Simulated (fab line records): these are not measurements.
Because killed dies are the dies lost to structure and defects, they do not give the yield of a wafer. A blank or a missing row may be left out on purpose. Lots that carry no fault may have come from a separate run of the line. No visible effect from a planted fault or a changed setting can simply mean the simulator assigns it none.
Comparing a struck lot with a sound one    flow nandHarc    15 steps out of a route of 1302
Sound: these wafers, L813.1, L813.4, L813.5. Struck: wafers L817.1, L817.4, L817.5. Last of all comes the cause.
Each step with rows lists, per side, the tool, then ch with its chambers, then its first start. Under that, the readings that differ: sound wafers    struck wafers    difference of the means    sigmas: that difference in standard deviations of wafers without a fault.
alike: readings whose means differ by less than 2 such deviations, and words and numbers that are the same on both sides. not compared: withheld readings, readings that some wafer has no value for, bounds like >300 that may hide the same value, and numbers for which the record gives no deviation and whose values overlap.
The two part at a step that has a row with sigmas, a row that says differs or no value, or rows on one side only. When numbers do not overlap yet have no deviation, they are printed without sigmas and do not part them. A reading missing from all wafers of one side parts the sides only when that side holds two or more wafers.

first, 1 step without rows for these wafers: NHARC_A_ONON_D1_DEP_00 (target thk 1000 nm).
NHARC_A_ONON_D1_THK_MEAS_02: measures by ellipsometry.
  struck on filmMetro-02, day 10 20:47; sound on filmMetro-01, day 8 19:52
reading     sound           struck       difference  sigmas
thkNm (nm)  1025 1025 1024  994 996 995  -30         -3
then, no rows for these wafers at 1 step: NHARC_A_ONON_D1_DEP_03 (target thk 1000 nm).
NHARC_A_ONON_D1_THK_MEAS_05: measures by ellipsometry.
  struck on filmMetro-02, day 10 21:21; sound on filmMetro-01, day 8 20:34
reading     sound        struck       difference  sigmas
thkNm (nm)  971 971 971  998 998 999  +27         +2
then, no rows for these wafers at 1 step: NHARC_A_ONON_D1_DEP_06 (target thk 1000 nm).
NHARC_A_ONON_D1_THK_MEAS_08: measures by ellipsometry.
  struck on filmMetro-02, day 10 21:55; sound on filmMetro-02, day 8 21:17
reading     sound           struck       difference  sigmas
thkNm (nm)  1007 1006 1005  986 985 983  -21         -3
then, no rows for these wafers at 1 step: NHARC_A_ONON_D1_DEP_09 (target thk 1000 nm).
NHARC_A_ONON_D1_THK_MEAS_11: measures by ellipsometry.
  struck on filmMetro-01, day 10 22:29; sound on filmMetro-02, day 8 21:59
  alike: thkNm
then, no rows for these wafers at 1 step: NHARC_A_ONON_D1_DEP_12 (target thk 1000 nm).
NHARC_A_ONON_D1_THK_MEAS_14: measures by ellipsometry.
  struck on filmMetro-02, day 10 23:03; sound on filmMetro-02, day 8 22:34
  alike: thkNm
then, 1 step without rows for these wafers: NHARC_A_ONON_D1_ANNEAL_15 (time 3600 s).
NHARC_A_ONON_D1_DEP_16: target thk 1000 nm.
  sound on pecvdOnon-01 ch 0, day 9 07:11; struck on pecvdOnon-04 ch 0, day 11 06:18
NHARC_A_ONON_D1_THK_MEAS_18: measures by ellipsometry.
  struck on filmMetro-02, day 11 06:49; sound on filmMetro-01, day 9 07:41
reading     sound           struck       difference  sigmas
thkNm (nm)  1003 1000 1001  346 345 345  -656        -60
then, no rows for these wafers at 1 step: NHARC_A_ONON_D1_DEP_19 (target thk 1000 nm).
-- record jumps: 16 days between struck wafers' starts before vs after; left off in module A_ONON_D1, resumes in module END, first step shown is number 1302 of the route --
NHARC_END_SORT_01:
  at this point the record logs the struck wafers (prober-02 ch 0, day 27 10:05) and has no rows for the sound ones

== WHERE THEY PART ==
Last at NHARC_END_SORT_01 as far as this record goes, first at NHARC_A_ONON_D1_THK_MEAS_02.

WHY: the cause the simulator had injected
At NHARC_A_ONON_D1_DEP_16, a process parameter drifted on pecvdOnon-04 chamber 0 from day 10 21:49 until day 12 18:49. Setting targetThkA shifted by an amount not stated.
